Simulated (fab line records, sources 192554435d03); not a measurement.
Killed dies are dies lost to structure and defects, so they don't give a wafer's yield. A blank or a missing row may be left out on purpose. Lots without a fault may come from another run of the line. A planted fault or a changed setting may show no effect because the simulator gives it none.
Problem report in the 8D (eight disciplines) form, filled by code | flow n5_finfet | the parts of the form that need people (team, actions taken, sign-off) are left out

1. THE PROBLEM
susceptor_temp_C at N5_BEOL_M8_ILD_DEP_00 reads a mean of 306.01 C on 3 wafers of 2 lots; wafers without a fault read 299.98 C with a standard deviation of 0.21. That is +29 standard deviations from the usual mean.
The step: deposits SiCOH lowk from DEMS/porogen, target thk 179.75 nm, time 33.4 s.
First seen on wafer L793.2, day 12 20:54, on pecvd-01. The record holds 34 wafers of 12 lots with a number at this step. Rule for "out", or "out of limits": more than 4 standard deviations from the usual mean. The other wafers with a number count as sound.

2. WHAT IT IS AND WHAT IT IS NOT
question                    | is                     | is not
which readings at this step | susceptor_temp_C       | heater_power_w, showerhead_plenum_p_Torr, throttle_valve_pct
which lots                  | L793, L797             | L781, L783, L784, L785, L788, L789, L800, L802, L803, L804
which wafers of those lots  | L793.2, L793.6, L797.1 | L793.3, L797.2, L797.6
read on which tools         | pecvd-01               | pecvd-03, pecvd-04
when                        | from day 12 20:54      | up to then (18 sound wafers); but 13 sound wafers of L797, L800, L802, L803, L804 came after

3. SUSPECTS, AND WHAT RULES EACH OUT
Counting: a tool at a process step up to the reading stays a suspect if it ran every lot that is out. Sound lots after the first of them don't rule it out here, since some wafers of a struck lot are sound.
- pvd_sputter-01 at N5_BEOL_M7_SPUTTER_48 (material Cu, target thk 10 nm, time 1.667 s): kept. It ran every lot that is out, first L793 (day 12 19:44); its last sound lot up to then is L785 (day 12 12:16).
- rtp_anneal-01 at N5_BEOL_M7_ANNEAL_51 (time 90 s): kept. It ran every lot that is out, first L793 (day 12 19:59); its last sound lot up to then is L785 (day 12 12:35).
- pecvd-01 at N5_BEOL_M8_ILD_DEP_00 (deposits SiCOH lowk from DEMS/porogen, target thk 179.75 nm, time 33.4 s): kept. It ran every lot that is out, first L793 (day 12 20:54); its last sound lot up to then is L785 (day 12 13:24). Its own readings are out on those wafers: susceptor_temp_C.
- Within pecvd-01 at N5_BEOL_M8_ILD_DEP_00: the wafers that are out ran in chamber 0; their sound lot-mates ran in chambers 1, 2.
Left after counting: pvd_sputter-01 at N5_BEOL_M7_SPUTTER_48, rtp_anneal-01 at N5_BEOL_M7_ANNEAL_51, pecvd-01 at N5_BEOL_M8_ILD_DEP_00.

4. THE CAUSE (what the simulator had put in)
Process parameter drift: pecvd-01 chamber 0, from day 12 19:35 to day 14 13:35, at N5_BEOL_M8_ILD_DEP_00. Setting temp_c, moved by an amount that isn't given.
Counting left 3 suspects, and this tool is among them.

5. THE CHAIN OF EFFECTS, in route order
Each row: a reading whose mean over the struck wafers that have a number lies more than 3 standard deviations from the usual. Only readings for which the record gives a usual standard deviation are gone through. hours: the time from each lot's start at the first step in this table that gives one to its start at this step, as a median over the lots. sigmas: the change in usual standard deviations.
hours | step                  | reading          | usual    | on struck wafers | change | sigmas
0     | N5_BEOL_M8_ILD_DEP_00 | susceptor_temp_C | 299.98 C | 306.01           | +6.03  | +29
The process steps in it:
- N5_BEOL_M8_ILD_DEP_00: deposits SiCOH lowk from DEMS/porogen, target thk 179.75 nm, time 33.4 s.

6. WHAT WOULD HAVE CAUGHT IT SOONER
In this record the first reading out of limits was taken at day 12 20:54, 1 hour after the fault began at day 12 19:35.
